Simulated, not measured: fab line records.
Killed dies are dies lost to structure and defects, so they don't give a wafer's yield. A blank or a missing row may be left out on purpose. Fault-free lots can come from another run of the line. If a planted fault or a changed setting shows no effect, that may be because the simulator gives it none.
Code-filled problem report in 8D (eight disciplines) form    flow n5 finfet    the parts of the form that need people (team, actions taken, sign-off) are left out

1. PROBLEM STATEMENT
At N5_PASSIVATION_PROBE_49, killed_at_M0_to_M3 averages 113 over 6 wafers from 2 lots, while fault-free wafers read 34, standard deviation 10. Relative to the usual mean, that is a shift of +7.9 standard deviations.
Seen first at day 19 03:02 on prober-01, wafer L353.1. At this step, 18 wafers from 6 lots have a number in the record. Rule for "out", or "out of limits": more than 4 standard deviations from the usual mean. The other wafers with a number count as sound.

2. WHAT THIS IS AND IS NOT
question                     is                      is not
which readings at this step  killed_at_M0_to_M3      killed_at_M4_up, killed at contacts, killed at front end, killed at other, killed open, killed short, sort_bin_6_memory
which lots                   L353, L356              L343, L346, L348, L358
which wafers of those lots   all that have a number  -
read on which tools          prober-01, prober-02    -
when                         from day 19 03:02       up to then (9 sound wafers); but 3 sound wafers of L358 came after

3. SUSPECTS, AND WHAT RULES EACH OUT
Counting: a tool stays on the suspect list if, at a process step up to the reading, it processed all lots that are out and no sound lot following the first of them.
- rie diel-02 at N5_BEOL_M0_STRIP_142 (strips in N2/H2, time 10 s): kept. Every lot that is out went through it, starting with L353 (day 8 15:47), and after that it ran no sound lot; the last sound lot it ran before then is L348 (day 7 07:14).
- rie diel-03 at N5_PASSIVATION_PASS_ETCH_74 (etches SiNx in CF4/O2, target depth 220 nm, time 110 s): ruled out as a lasting fault. Sound lots L358 ran on it after its first lot that is out, L353 (day 18 19:59).
- rie diel-03 at N5_PASSIVATION_VIA_ETCH_13 (etches SiO2 in CHF3/O2, target depth 660 nm, time 330 s): ruled out as a lasting fault. Sound lots L358 ran on it after its first lot that is out, L353 (day 18 20:05).
Left after counting: rie diel-02 at N5_BEOL_M0_STRIP_142.

4. THE CAUSE (what the simulator had put in)
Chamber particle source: rie diel-02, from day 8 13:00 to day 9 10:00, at N5_BEOL_M0_STRIP_142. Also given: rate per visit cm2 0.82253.
After counting, this tool was the only one left.

5. THE EFFECT CHAIN, in route order
Each row: a reading where the mean over the struck wafers with a number is more than 3 standard deviations away from the usual. Only readings whose record carries a usual standard deviation are examined. hours: median over the lots of the time between each lot's start at the first step of this table that gives one and its start at this step. sigmas: the change, counted in usual standard deviations.
hours  step                     reading               usual   on struck wafers  change  sigmas
0      N5_PASSIVATION_PROBE_49  defect limited yield  91.4 %  84.9              -6.5    -5.4
0      N5_PASSIVATION_PROBE_49  killed_at_M0_to_M3    34      113               +79     +7.9
0      N5_PASSIVATION_PROBE_49  killed dies           102     178               +76     +5.1
0      N5_PASSIVATION_PROBE_49  killed on rim         13      28                +14     +4.0
0      N5_PASSIVATION_PROBE_49  sort_bin_5_function   5.0 %   9.2               +4.2    +4.9
0      N5_PASSIVATION_PROBE_49  sort n pass           1078    1002              -76     -5.1
0      N5_PASSIVATION_PROBE_49  sort yield pct        91.4 %  84.9              -6.5    -5.4
Here are the process steps it includes:
- N5_PASSIVATION_PROBE_49

6. HOW IT WOULD HAVE BEEN CAUGHT EARLIER
In this record the first reading out of limits was taken at day 19 03:02, 254 hours after the fault began at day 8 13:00.
No tool reading at N5_BEOL_M0_STRIP_142 that has a usual standard deviation in the record was out on any struck wafer, so an alarm limit of 4 standard deviations on those readings would not have fired.
By day 19 03:02, every lot that is out (2) had started N5_BEOL_M0_STRIP_142 on rie diel-02. Tool hold at that time: it would have spared none of them.
